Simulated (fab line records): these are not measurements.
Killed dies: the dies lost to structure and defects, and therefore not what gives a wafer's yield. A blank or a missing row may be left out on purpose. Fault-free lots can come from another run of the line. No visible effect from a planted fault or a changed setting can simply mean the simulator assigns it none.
fab line records -- flow nandHarc
[record] lots = 11, wafers = 33, lastDay = 24
route steps=1159 shown A_CHANNEL_HOLE_D1@450 END@1159
lots that met no fault: taken from a fault-free run of the same line
startH: hours from the record's first day to the start of the lot's first wafer shown -- waitH: time in hours since the lot's previous step -- " unchanged from the row above -- L1.1+2: a single row standing in for several wafers -- - no value present, or no start provided -- * or withheld: withheld -- < > ~ a bound
route shown NAME@n: a module of which the file shows steps, and the number in the route of the first -- usual: average and standard deviation across the fault-free wafers -- same: alike in all rows -- chamber/n: place in a boat -- sites: per-site readings -- _std_site: standard deviation across them -- _edge_site: the outer-site mean with the inner-site mean subtracted -- radiusMm: how far each site lies from the wafer's centre -- mask NAME#n: copy n -- behind: the most recent tool/chamber to have shaped the wafer -- hold: the reason the lot was held/the length of the hold in hours/how it ended -- device: the transistor (n, p or np) that didn't switch -- end of line: tests run on the same wafers once the route is complete -- a step without rows: its recipe alone -- killed: count of dies lost to structure and defects at first sort (not the wafer's yield) -- map: a wafer's dies, marking killed ones x, the rest . and places with no die _
set.NAME: the run value of the setting; set.NAME@STEP: its run value at that earlier step -- model.NAME: the simulator's own value behind a step, which no gauge read
one table for each step of the route and one row for each wafer, over a sample of lots
services: from which hour (startH, from the record's first day; less than 0 if before it) a tool's chamber was out of use, for how many hours, and why
[[steps]]
[step NHARC_A_CHANNEL_HOLE_D1_DEP_00]
[recipe] targetThkA = 31000, tempC = 400, material = aC
[usual] throttleValvePct = 35.001/0.0088
lot.wafer,tool,chamber,startH,waitH,throttleValvePct
L467.3,aclDep-03,0,178.88,4.9,34.998
L467.5,aclDep-03,0,178.88,4.9,35.005
L467.6,aclDep-03,0,178.88,4.9,34.984
L473.1,aclDep-01,0,224.40,0.1,35.008
L473.3,aclDep-01,0,224.40,0.1,35.008
L473.6,aclDep-01,0,224.40,0.1,34.998
L475.2,aclDep-01,0,226.61,2.2,34.993
L475.4,aclDep-01,0,226.61,2.2,35.001
L475.6,aclDep-01,0,226.61,2.2,34.993
L477.1,aclDep-01,0,249.18,1.3,35.001
L477.2,aclDep-01,0,249.18,1.3,35.002
L477.4,aclDep-01,0,249.18,1.3,35.004
L481.2,aclDep-02,0,250.41,2.4,34.982
L481.3,aclDep-02,0,250.41,2.4,34.995
L481.6,aclDep-02,0,250.41,2.4,35.017
L478.1,aclDep-01,0,251.08,2.9,35.005
L478.3,aclDep-01,0,251.08,2.9,35.008
L478.5,aclDep-01,0,251.08,2.9,35.002
L479.3,aclDep-01,0,259.47,3.9,35.016
L479.5,aclDep-01,0,259.47,3.9,35.018
L479.6,aclDep-01,0,259.47,3.9,34.995
L483.2,aclDep-03,0,275.30,0.4,35.012
L483.3,aclDep-03,0,275.30,0.4,34.996
L483.4,aclDep-03,0,275.30,0.4,35.003
L485.3,aclDep-01,0,285.94,2.1,35.000
L485.4,aclDep-01,0,285.94,2.1,34.976
L485.5,aclDep-01,0,285.94,2.1,35.000
L488.2,aclDep-03,0,293.53,0.6,35.002
L488.3,aclDep-03,0,293.53,0.6,34.997
L488.4,aclDep-03,0,293.53,0.6,34.996
L487.2,aclDep-02,0,294.22,1.0,34.993
L487.4,aclDep-02,0,294.22,1.0,35.008
L487.6,aclDep-02,0,294.22,1.0,35.007
[step NHARC_A_CHANNEL_HOLE_D1_EXPOSE_07]
[recipe] na = 1.35, targetCdNm = 100, sigmaOuter = 0.3, doseMj = 59.65, maskId = HOLE_D1
[usual] exposureDoseMJCm2 = 59.64/0.049
lot.wafer,tool,chamber,startH,waitH,mask,exposureDoseMJCm2
L467.3,arfiScanner-03,0,180.76,-,HOLE_D1#0,59.65
L467.5,arfiScanner-03,0,180.76,-,HOLE_D1#0,59.69
L467.6,arfiScanner-03,0,180.76,-,HOLE_D1#0,59.65
L473.1,arfiScanner-03,0,226.77,-,HOLE_D1#0,59.62
L473.3,arfiScanner-03,0,226.77,-,HOLE_D1#0,59.73
L473.6,arfiScanner-03,0,226.77,-,HOLE_D1#0,59.71
L475.2,arfiScanner-03,0,228.78,-,HOLE_D1#0,70.93
L475.4,arfiScanner-03,0,228.78,-,HOLE_D1#0,70.88
L475.6,arfiScanner-03,0,228.78,-,HOLE_D1#0,70.97
L477.1,arfiScanner-03,0,251.68,-,HOLE_D1#0,68.60
L477.2,arfiScanner-03,0,251.68,-,HOLE_D1#0,68.52
L477.4,arfiScanner-03,0,251.68,-,HOLE_D1#0,68.64
L481.2,arfiScanner-03,0,252.47,-,HOLE_D1#0,66.79
L481.3,arfiScanner-03,0,252.47,-,HOLE_D1#0,66.85
L481.6,arfiScanner-03,0,252.47,-,HOLE_D1#0,66.83
L478.1,arfiScanner-03,0,253.47,-,HOLE_D1#0,65.42
L478.3,arfiScanner-03,0,253.47,-,HOLE_D1#0,65.45
L478.5,arfiScanner-03,0,253.47,-,HOLE_D1#0,65.45
L479.3,arfiScanner-01,0,261.33,-,HOLE_D1#0,59.59
L479.5,arfiScanner-01,0,261.33,-,HOLE_D1#0,59.63
L479.6,arfiScanner-01,0,261.33,-,HOLE_D1#0,59.64
L483.2,arfiScanner-02,0,277.50,-,HOLE_D1#0,59.63
L483.3,arfiScanner-02,0,277.50,-,HOLE_D1#0,59.58
L483.4,arfiScanner-02,0,277.50,-,HOLE_D1#0,59.61
L485.3,arfiScanner-01,0,287.80,-,HOLE_D1#0,59.51
L485.4,arfiScanner-01,0,287.80,-,HOLE_D1#0,59.56
L485.5,arfiScanner-01,0,287.80,-,HOLE_D1#0,59.65
L488.2,arfiScanner-02,0,295.74,-,HOLE_D1#0,59.68
L488.3,arfiScanner-02,0,295.74,-,HOLE_D1#0,59.67
L488.4,arfiScanner-02,0,295.74,-,HOLE_D1#0,59.67
L487.2,arfiScanner-01,0,296.38,-,HOLE_D1#0,59.64
L487.4,arfiScanner-01,0,296.38,-,HOLE_D1#0,59.68
L487.6,arfiScanner-01,0,296.38,-,HOLE_D1#0,59.62
[step NHARC_A_CHANNEL_HOLE_D1_CD_MEAS_10]
[recipe] targetCdNm = 100, landingEnergyEv = 500
[usual] cdNm = 99.6/0.68
[same] landingEnergyEv = 500
lot.wafer,tool,chamber,startH,waitH,cdNm
L467.3,cdSem-02,0,180.90,-,100.3
L467.5,cdSem-02,0,180.90,-,100.4
L467.6,cdSem-02,0,180.90,-,99.8
L473.1,cdSem-02,0,226.91,-,99.1
L473.3,cdSem-02,0,226.91,-,98.4
L473.6,cdSem-02,0,226.91,-,99.5
L475.2,cdSem-03,0,228.92,-,107.9
L475.4,cdSem-03,0,228.92,-,107.6
L475.6,cdSem-03,0,228.92,-,107.3
L477.1,cdSem-01,0,251.82,-,105.9
L477.2,cdSem-01,0,251.82,-,106.6
L477.4,cdSem-01,0,251.82,-,105.2
L481.2,cdSem-02,0,252.61,-,105.1
L481.3,cdSem-02,0,252.61,-,105.8
L481.6,cdSem-02,0,252.61,-,105.2
L478.1,cdSem-01,0,253.61,-,104.7
L478.3,cdSem-01,0,253.61,-,102.6
L478.5,cdSem-01,0,253.61,-,103.6
L479.3,cdSem-01,0,261.46,-,100.8
L479.5,cdSem-01,0,261.46,-,98.8
L479.6,cdSem-01,0,261.46,-,99.0
L483.2,cdSem-01,0,277.63,-,100.4
L483.3,cdSem-01,0,277.63,-,99.0
L483.4,cdSem-01,0,277.63,-,100.3
L485.3,cdSem-01,0,287.93,-,100.3
L485.4,cdSem-01,0,287.93,-,100.4
L485.5,cdSem-01,0,287.93,-,99.7
L488.2,cdSem-02,0,295.88,-,99.4
L488.3,cdSem-02,0,295.88,-,99.6
L488.4,cdSem-02,0,295.88,-,99.9
L487.2,cdSem-01,0,296.51,-,99.7
L487.4,cdSem-01,0,296.51,-,99.5
L487.6,cdSem-01,0,296.51,-,100.5
[step NHARC_A_CHANNEL_HOLE_D1_ETCH_34]
[recipe] targetDepthA = 1540, timeS = 77, cf4FlowSccm = 100, chf3FlowSccm = 30, arFlowSccm = 0, rfW = 500, biasW = 200, chemistry = CF4/CHF3
[usual] drypumpMotorCurrentA = 5.8/0.33, oesProductAu = 0.946/0.022, rfVppV = 370.5/2.5, showerheadPlenumPTorr = 1.57/0.07, throttleValvePct = 16.801/0.01
lot.wafer,tool,chamber,startH,waitH,drypumpMotorCurrentA,oesProductAu,rfHoursCounterH,rfVppV,showerheadPlenumPTorr,throttleValvePct
L467.3,rieDiel-07,0,-,-,5.6,0.922,9,371.4,1.58,16.804
L467.5,rieDiel-07,0,-,-,5.6,0.926,-,370.2,1.58,16.804
L467.6,rieDiel-07,1,-,-,5.3,0.934,-,369.6,1.52,16.799
L473.3,rieDiel-05,3,-,-,6.1,0.956,4,367.1,1.50,16.797
L473.1,rieDiel-05,0,-,-,5.2,0.962,4,372.4,1.62,16.807
L473.6,rieDiel-05,1,-,-,5.7,0.968,-,368.1,1.48,16.796
L475.2,rieDiel-05,0,-,-,5.2,0.965,4,372.7,1.62,16.812
L475.4,rieDiel-05,2,-,-,5.5,0.953,5,373.2,1.65,16.813
L475.6,rieDiel-05,1,-,-,5.7,0.975,-,365.7,1.48,16.811
L477.2,rieDiel-02,2,-,-,6.3,0.953,5,370.2,1.57,16.804
L477.1,rieDiel-02,1,-,-,5.6,0.932,9,366.7,1.47,16.799
L477.4,rieDiel-02,3,-,-,5.8,0.917,-,374.2,1.67,16.806
L481.3,rieDiel-07,0,-,-,5.5,0.954,1,370.1,1.58,16.781
L481.2,rieDiel-07,1,-,-,5.3,0.970,1,367.6,1.52,16.817
L481.6,rieDiel-07,2,-,-,6.1,0.986,-,371.1,1.61,16.801
L478.3,rieDiel-05,0,-,-,5.2,0.907,6,371.5,1.62,16.816
L478.1,rieDiel-05,1,-,-,5.7,0.913,6,367.7,1.48,16.800
L478.5,rieDiel-05,3,-,-,6.2,0.901,-,368.9,1.50,16.801
L479.3,rieDiel-05,1,-,-,5.7,0.974,7,368.1,1.48,16.802
L479.6,rieDiel-05,2,-,-,5.5,0.969,-,372.8,1.65,16.804
L479.5,rieDiel-05,3,-,-,6.2,0.960,-,367.6,1.50,16.801
L483.3,rieDiel-07,3,-,-,6.3,0.958,3,369.2,1.56,16.795
L483.2,rieDiel-07,0,-,-,5.6,0.991,2,369.2,1.58,16.807
L483.4,rieDiel-07,1,-,-,5.4,0.980,2,369.4,1.52,16.807
L485.4,rieDiel-05,1,-,-,5.7,0.965,9,367.2,1.48,16.797
L485.3,rieDiel-05,3,-,-,6.1,0.944,9,368.1,1.50,16.802
L485.5,rieDiel-05,2,-,-,5.5,0.979,-,373.6,1.65,16.785
L488.4,rieDiel-05,3,-,-,6.1,0.954,10,369.3,1.50,16.819
L488.2,rieDiel-05,0,-,-,5.2,0.940,10,372.3,1.62,16.800
L488.3,rieDiel-05,2,-,-,5.5,0.968,10,371.3,1.65,16.801
L487.2,rieDiel-02,0,-,-,5.6,0.915,4,372.4,1.60,16.810
L487.6,rieDiel-02,3,-,-,5.8,0.918,-,374.5,1.67,16.795
L487.4,rieDiel-02,0,-,-,5.7,0.919,-,371.8,1.60,16.790
[step NHARC_A_CHANNEL_HOLE_D1_ETCH_19]
[recipe] biasV = 1200, sourceW = 2500, pressureMtorr = 15, timeS = 34.5, arFlowSccm = 375, c4f8FlowSccm = 28.8, o2FlowSccm = 96.2, tempC = -20, targetDepthA = *, chemistry = C4F8/O2/Ar
[usual] drypumpMotorCurrentA = 6.02/0.26, showerheadPlenumPTorr = 3.78/0.11, throttleValvePct = 37.038/0.0091
lot.wafer,tool,chamber,startH,waitH,drypumpMotorCurrentA,rfHoursCounterH,showerheadPlenumPTorr,throttleValvePct
L467.3,harEtch-01,0,182.30,0.1,5.72,-,3.88,37.054
L467.6,harEtch-01,1,182.30,0.1,6.17,-,3.77,37.038
L467.5,harEtch-01,0,182.30,0.1,5.71,-,3.88,37.038
L473.1,harEtch-01,1,228.29,0.1,6.19,204,3.75,37.028
L473.3,harEtch-01,0,228.29,0.1,5.70,-,3.87,37.043
L473.6,harEtch-01,0,228.29,0.1,5.70,-,3.86,37.029
L475.2,harEtch-01,0,232.48,2.2,5.69,208,3.86,37.023
L475.4,harEtch-01,0,232.48,2.2,5.71,-,3.86,37.025
L475.6,harEtch-01,1,232.48,2.2,6.17,-,3.75,37.035
L477.1,harEtch-02,0,253.39,0.1,5.84,135,3.91,37.043
L477.2,harEtch-02,1,253.39,0.1,6.38,135,3.61,37.027
L477.4,harEtch-02,1,253.39,0.1,6.38,-,3.61,37.042
L481.2,harEtch-01,1,253.99,0.1,6.19,217,3.75,37.022
L481.3,harEtch-01,1,253.99,0.1,6.19,-,3.75,37.040
L481.6,harEtch-01,1,253.99,0.1,6.18,-,3.75,37.023
L478.1,harEtch-02,1,257.60,2.7,6.38,139,3.61,37.037
L478.3,harEtch-02,1,257.60,2.7,6.38,-,3.61,37.028
L478.5,harEtch-02,1,257.60,2.7,6.38,-,3.61,37.034
L479.3,harEtch-02,1,262.88,0.1,6.38,-,3.61,37.041
L479.5,harEtch-02,0,262.88,0.1,5.84,-,3.90,37.050
L479.6,harEtch-02,1,262.88,0.1,6.32,-,3.61,37.031
L483.2,harEtch-02,1,279.00,0.1,6.36,150,3.61,37.054
L483.3,harEtch-02,1,279.00,0.1,6.39,-,3.61,37.030
L483.4,harEtch-02,0,279.00,0.1,5.83,-,3.90,37.046
L485.3,harEtch-01,0,291.65,2.4,5.72,-,3.85,37.047
L485.4,harEtch-01,1,291.65,2.4,6.18,-,3.74,37.059
L485.5,harEtch-01,0,291.65,2.4,5.72,-,3.85,37.030
L488.2,harEtch-01,1,297.28,0.1,6.18,240,3.73,37.039
L488.4,harEtch-01,0,297.28,0.1,5.71,-,3.84,37.039
L488.3,harEtch-01,1,297.28,0.1,6.19,-,3.73,37.029
L487.2,harEtch-02,1,298.09,0.1,6.38,161,3.60,37.056
L487.4,harEtch-02,0,298.09,0.1,5.84,-,3.89,37.057
L487.6,harEtch-02,1,298.09,0.1,6.34,-,3.60,37.039
[step NHARC_A_CHANNEL_HOLE_D1_CD_MEAS_30]
[usual] cdNm = 89.9/1.7
lot.wafer,tool,chamber,startH,waitH,cdNm
L467.3,cdSem-03,-,187.78,-,93.3
L467.5,cdSem-03,-,187.78,-,91.1
L467.6,cdSem-03,-,187.78,-,90.4
L473.1,cdSem-02,-,233.81,-,90.6
L473.3,cdSem-02,-,233.81,-,85.8
L473.6,cdSem-02,-,233.81,-,87.4
L475.2,cdSem-02,-,237.97,-,96.0
L475.4,cdSem-02,-,237.97,-,96.6
L475.6,cdSem-02,-,237.97,-,96.9
L477.1,cdSem-01,-,258.96,-,96.2
L477.2,cdSem-01,-,258.96,-,97.6
L477.4,cdSem-01,-,258.96,-,94.6
L481.2,cdSem-03,-,259.64,-,94.6
L481.3,cdSem-03,-,259.64,-,98.3
L481.6,cdSem-03,-,259.64,-,98.7
L478.1,cdSem-03,-,263.11,-,95.2
L478.3,cdSem-03,-,263.11,-,91.0
L478.5,cdSem-03,-,263.11,-,93.9
L479.3,cdSem-03,-,268.36,-,90.2
L479.5,cdSem-03,-,268.36,-,88.3
L479.6,cdSem-03,-,268.36,-,88.5
L483.2,cdSem-03,-,284.53,-,89.0
L483.3,cdSem-03,-,284.53,-,89.8
L483.4,cdSem-03,-,284.53,-,90.7
L485.3,cdSem-03,-,297.29,-,90.9
L485.4,cdSem-03,-,297.29,-,91.4
L485.5,cdSem-03,-,297.29,-,90.9
L488.2,cdSem-01,-,302.78,-,89.8
L488.3,cdSem-01,-,302.78,-,88.6
L488.4,cdSem-01,-,302.78,-,88.3
L487.2,cdSem-02,-,303.75,-,91.6
L487.4,cdSem-02,-,303.75,-,91.4
L487.6,cdSem-02,-,303.75,-,91.1
[step NHARC_A_CHANNEL_HOLE_D1_XSEM_31]
[recipe] landingEnergyEv = 35000
[usual] botCdNm = 74.5/1.8, bowNm = 8.62/0.25, tiltDeg = 0.07/0.042
[same] landingEnergyEv = 35000
lot.wafer,tool,chamber,startH,waitH,botCdNm,bowNm,tiltDeg
L467.3,xsem-02,0,187.88,0.1,78.3,8.92,0.13
L467.5,xsem-02,0,187.88,0.1,76.6,8.83,0.13
L467.6,xsem-02,0,187.88,0.1,75.2,8.95,0.13
L473.1,xsem-01,0,233.90,0.1,74.8,8.67,0.06
L473.3,xsem-01,0,233.90,0.1,70.4,8.71,0.06
L473.6,xsem-01,0,233.90,0.1,71.7,8.64,0.06
L475.2,xsem-01,0,238.05,0.1,80.2,8.75,0.11
L475.4,xsem-01,0,238.05,0.1,80.9,8.71,0.11
L475.6,xsem-01,0,238.05,0.1,81.1,8.66,0.11
L477.1,xsem-01,0,259.05,0.1,80.8,8.25,0.02
L477.2,xsem-01,0,259.05,0.1,82.4,8.28,0.02
L477.4,xsem-01,0,259.05,0.1,79.3,8.27,0.02
L481.2,xsem-02,0,259.73,0.1,80.4,8.68,0.13
L481.3,xsem-02,0,259.73,0.1,84.2,8.76,0.13
L481.6,xsem-02,0,259.73,0.1,84.1,8.62,0.13
L478.1,xsem-01,0,263.20,0.1,80.1,8.78,0.05
L478.3,xsem-01,0,263.20,0.1,76.2,8.86,0.05
L478.5,xsem-01,0,263.20,0.1,78.8,8.83,0.05
L479.3,xsem-01,0,268.44,0.1,74.1,8.04,0.06
L479.5,xsem-01,0,268.44,0.1,72.2,8.01,0.06
L479.6,xsem-01,0,268.44,0.1,72.5,7.97,0.06
L483.2,xsem-01,0,284.61,0.1,72.5,8.25,0.05
L483.3,xsem-01,0,284.61,0.1,74.0,8.23,0.05
L483.4,xsem-01,0,284.61,0.1,74.9,8.26,0.05
L485.3,xsem-02,0,297.38,0.1,75.3,8.90,0.08
L485.4,xsem-02,0,297.38,0.1,76.0,8.86,0.08
L485.5,xsem-02,0,297.38,0.1,74.7,8.97,0.08
L488.2,xsem-01,0,302.86,0.1,74.0,9.09,0.10
L488.3,xsem-01,0,302.86,0.1,73.6,9.18,0.10
L488.4,xsem-01,0,302.86,0.1,72.9,9.16,0.11
L487.2,xsem-01,0,303.85,0.1,76.8,8.66,0.05
L487.4,xsem-01,0,303.85,0.1,76.8,8.75,0.05
L487.6,xsem-01,0,303.85,0.1,76.2,8.74,0.05
[step NHARC_END_SORT_01]
[recipe] tempC = 25
[usual] killedAtArray = 27/10, killedAtOther = 0.6/0.96, killedAtPeriphery = 3.4/2.7, killedDies = 31/10, killedOpen = 2.9/1.8, killedShort = 1.8/1.4
[same] grossDies = 677
lot.wafer,tool,chamber,startH,waitH,killedAtArray,killedAtOther,killedAtPeriphery,killedDies,killedOpen,killedShort
L475.6,prober-02,0,505.27,4.0,47,0,3,50,5,1
L481.2,prober-02,0,510.37,2.8,36,0,1,37,3,0
L481.3,prober-02,0,511.16,3.1,35,0,1,36,2,0
L477.1,prober-02,0,517.38,2.5,43,0,1,44,0,6
L477.2,prober-02,0,518.19,2.8,26,0,2,28,3,1
L477.4,prober-02,0,519.80,3.4,38,0,0,38,3,1
// killed by level:class
L475.6 A_SLIT:chamberFilmFlake=16 A_CHANNEL_HOLE_D1:chamberFilmFlake=15 A_STAIRCASE:chamberFilmFlake=4 A_CONTACT:chamberFilmFlake=4 A_CHANNEL_HOLE_D1:areaExpose=3 P_CONTACT:geometricParticle:open=1 P_M2:geometricParticle:open=1 A_ONON_D1:geometricParticle:short=1
L481.2 A_SLIT:chamberFilmFlake=16 A_CHANNEL_HOLE_D1:chamberFilmFlake=8 A_CONTACT:chamberFilmFlake=7 A_STAIRCASE:chamberFilmFlake=2 P_M2:geometricParticle:open=1 A_CHANNEL_HOLE_D1:geometricParticle:open=1 A_M1:geometricParticle:open=1 A_CHANNEL_HOLE_D1:areaExpose=1
L481.3 A_SLIT:chamberFilmFlake=14 A_CHANNEL_HOLE_D1:chamberFilmFlake=13 A_STAIRCASE:chamberFilmFlake=2 A_CONTACT:chamberFilmFlake=2 P_M0:geometricParticle:open=1 A_CHANNEL_FILL_D1:geometricParticle:open=1 A_ZERO_WELL:chamberFilmFlake=1 A_BLC:chamberFilmFlake=1
L477.1 A_SLIT:chamberFilmFlake=18 A_STAIRCASE:chamberFilmFlake=7 A_CHANNEL_HOLE_D1:chamberFilmFlake=5 A_CONTACT:chamberFilmFlake=5 A_CONTACT:geometricParticle:short=3 A_CHANNEL_FILL_D1:geometricParticle:short=2 A_M0:chamberFilmFlake=2 P_STI:geometricParticle:short=1
L477.2 A_SLIT:chamberFilmFlake=10 A_CHANNEL_HOLE_D1:chamberFilmFlake=4 A_STAIRCASE:chamberFilmFlake=4 A_CONTACT:chamberFilmFlake=4 P_CONTACT:geometricParticle:short=1 A_WL_FILL:geometricParticle:open=1 A_CONTACT:geometricParticle:open=1 A_BLC:geometricParticle:open=1
L477.4 A_SLIT:chamberFilmFlake=15 A_CONTACT:chamberFilmFlake=8 A_CHANNEL_HOLE_D1:chamberFilmFlake=4 A_STAIRCASE:chamberFilmFlake=4 A_ONON_D1:geometricParticle:open=1 A_CHANNEL_FILL_D1:geometricParticle:short=1 A_CHANNEL_FILL_D1:geometricParticle:open=1 A_BLC:geometricParticle:open=1
[[services]]
tool,chamber,startH,hours,kind
harEtch-01,-,156.15,11.3,repair
aclDep-03,-,158.38,4.9,repair
rieDiel-05,-,163.60,9.0,pm
rieDiel-05,0,163.60,9.0,ventCycle
rieDiel-05,1,163.60,9.0,ventCycle
rieDiel-05,2,163.60,9.0,ventCycle
rieDiel-05,3,163.60,9.0,ventCycle
aclDep-02,-,169.99,13.0,pm
arfiScanner-01,-,175.37,1.8,repair
rieDiel-02,2,193.43,27.5,repair
arfiScanner-03,-,195.65,0.4,repair
rieDiel-02,0,196.45,85.4,repair
arfiScanner-01,-,203.31,4.0,pm
arfiScanner-02,-,211.19,1.5,repair
aclDep-03,-,224.24,13.0,pm
rieDiel-07,-,228.23,9.0,pm
arfiScanner-03,-,229.04,1.7,repair
arfiScanner-01,-,232.29,8.4,repair
arfiScanner-02,-,256.00,4.0,pm
rieDiel-02,1,291.96,16.8,repair
aclDep-01,-,292.61,13.0,pm
arfiScanner-03,-,295.27,1.3,repair
xsem-02,-,302.00,14.0,pm
rieDiel-05,2,303.04,4.6,repair
[[key]]
[firstSign] step = NHARC_A_CHANNEL_HOLE_D1_EXPOSE_07, reading = exposureDoseMJCm2, direction = up, sigmas = 99+, usual = 59.64, struck = 67.94
[effect] step = NHARC_A_CHANNEL_HOLE_D1_CD_MEAS_10, reading = cdNm, direction = up, sigmas = 8.7, usual = 99.6, struck = 105.6, through = controlLoop
[effect] step = NHARC_A_CHANNEL_HOLE_D1_CD_MEAS_30, reading = cdNm, direction = up, sigmas = 3.5, usual = 89.9, struck = 95.8, through = controlLoop
[effect] step = NHARC_A_CHANNEL_HOLE_D1_XSEM_31, reading = botCdNm, direction = up, sigmas = 3.5, usual = 74.5, struck = 80.7, through = controlLoop
metAt NHARC_A_CHANNEL_HOLE_D1_EXPOSE_07
struckLots L475,L477,L478,L481
testerLeftOut L475,L477,L478,L481
[loopTrim] step = NHARC_A_CHANNEL_HOLE_D1_EXPOSE_07, setting = dose, lots = L477,L478,L481
notActingAt NHARC_A_CHANNEL_HOLE_D1_DEP_00,NHARC_A_CHANNEL_HOLE_D1_ETCH_34,NHARC_A_CHANNEL_HOLE_D1_ETCH_19
onsetBetween 226.77 228.78
[fault] kind = processParameterDrift, tool = arfiScanner-03, chamber = -, onsetH = 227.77, steps = NHARC_A_CHANNEL_HOLE_D1_EXPOSE_07, channel = doseMj, offset = 11.233, shape = step, actsIn = theseRecipesOnly, stated = 59.65
// testerLeftOut: of these lots the tester's yield and bins aren't shown, on N5 and GAA mostly nor the transistor test; their killed dies are dies lost to structure and defects alone, not to doping, threshold or leakage, so they don't give the yield
// loopTrim: a control loop set the setting to another value than it would have without faults
